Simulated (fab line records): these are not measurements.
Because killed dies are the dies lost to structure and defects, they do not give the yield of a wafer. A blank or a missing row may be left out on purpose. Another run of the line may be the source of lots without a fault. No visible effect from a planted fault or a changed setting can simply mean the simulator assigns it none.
Matching of chambers	flow n5Finfet	N5_FIN_SAQP_PECVD_47 on pecvd-01: 3 sister chambers
The step deposits a-Si from SiH4/He, target thk 45 nm, time 36.3 s. 6 wafers are shown with their chamber, then 9 later ones without.

== WAFERS, EACH WITH ITS CHAMBER ==
wafer	chamber	showerheadPlenumPTorr (Torr)	throttleValvePct (%)
L086.3	0	5.58	19.1
L086.4	1	5.74	18.8
L086.5	0	5.58	19.1
L091.1	1	5.72	18.5
L091.2	2	5.57	17.3
L091.4	2	5.57	17.1

== WAFERS MISSING THEIR CHAMBER ==
wafer	showerheadPlenumPTorr (Torr)	throttleValvePct (%)
L092.1	5.58	17.2
L092.4	5.72	18.4
L092.6	5.58	17.0
L093.1	5.72	18.5
L093.5	5.57	17.0
L093.6	5.58	19.2
L096.2	5.57	17.0
L096.3	5.58	19.1
L096.4	5.74	18.4

== EACH ONE'S CHAMBER ==
wafer	from the rows above	in truth
L092.1	2	2
L092.4	1	1
L092.6	2	2
L093.1	1	1
L093.5	2	2
L093.6	0	0
L096.2	2	2
L096.3	0	0
L096.4	1	1
Placed correctly: 9 of 9. Can't be placed from these rows: 0. 0 placed wrongly.
How it was worked out, from the rows above alone: a wafer's distance from a chamber is the root of the sum, over the readings, of the square of ((its reading less the chamber's mean) divided by the reading's scatter). If the next closest chamber is less than 2 further off than the closest, the wafer can't be placed; otherwise it belongs to the closest. Each chamber's mean is taken over the wafers shown for it. The scatter: the root of (the sum of the squares of (reading less its chamber's mean) over the shown wafers, divided by (wafers less chambers)).
